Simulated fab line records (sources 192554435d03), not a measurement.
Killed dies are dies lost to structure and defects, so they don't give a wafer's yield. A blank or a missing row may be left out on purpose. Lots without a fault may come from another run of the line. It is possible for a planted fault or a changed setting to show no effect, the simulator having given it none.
Matching of chambers | flow n5-finfet | 4 sister chambers for N5_BEOL_M10_VIA_ETCH_34 on rie-diel-04
The step etches SiCOH lowk in C4F6/O2, target depth 184.5 nm, time 69.2 s. 8 wafers are shown with their chamber, then 9 later ones without.

== WAFERS WITH THEIR CHAMBER ==
wafer  | chamber | showerhead-plenum-p-Torr (Torr) | drypump-motor-current-A (A)
L082.5 | 3       | 2.88                            | 5.6
L084.3 | 2       | 2.87                            | 5.5
L084.4 | 0       | 2.79                            | 5.8
L085.2 | 2       | 2.87                            | 5.4
L085.3 | 0       | 2.79                            | 5.8
L088.2 | 3       | 2.87                            | 5.6
L088.3 | 1       | 2.76                            | 5.4
L088.5 | 1       | 2.76                            | 5.4

== WAFERS MISSING THEIR CHAMBER ==
wafer  | showerhead-plenum-p-Torr (Torr) | drypump-motor-current-A (A)
L090.2 | 2.76                            | 5.4
L090.3 | 2.87                            | 5.4
L090.4 | 2.87                            | 5.6
L093.1 | 2.86                            | 5.4
L093.3 | 2.78                            | 5.7
L093.6 | 2.78                            | 5.7
L097.1 | 2.86                            | 5.7
L097.3 | 2.86                            | 5.4
L097.6 | 2.86                            | 5.6

== THE CHAMBER EACH PASSED THROUGH ==
wafer  | from the rows above     | in truth
L090.2 | 1                       | 1
L090.3 | 2                       | 2
L090.4 | 3                       | 3
L093.1 | 2                       | 2
L093.3 | 0                       | 0
L093.6 | 0                       | 0
L097.1 | 3                       | 3
L097.3 | 2                       | 2
L097.6 | can't be placed: 3 or 2 | 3
Placed correctly: 8 of 9. Unplaceable from these rows: 1, with the true chamber sitting among the candidates in 1. Wrongly placed: 0.
How it was worked out, from the rows above alone: a wafer's distance from a chamber is the root of the sum, over the readings, of the square of ((its reading less the chamber's mean) divided by the reading's scatter). The wafer belongs to the nearest chamber; if the next one is less than 2 further off, it can't be placed. A chamber's mean is the mean of its shown wafers. The scatter: the root of (the sum of the squares of (reading less its chamber's mean) over the shown wafers, divided by (wafers less chambers)).
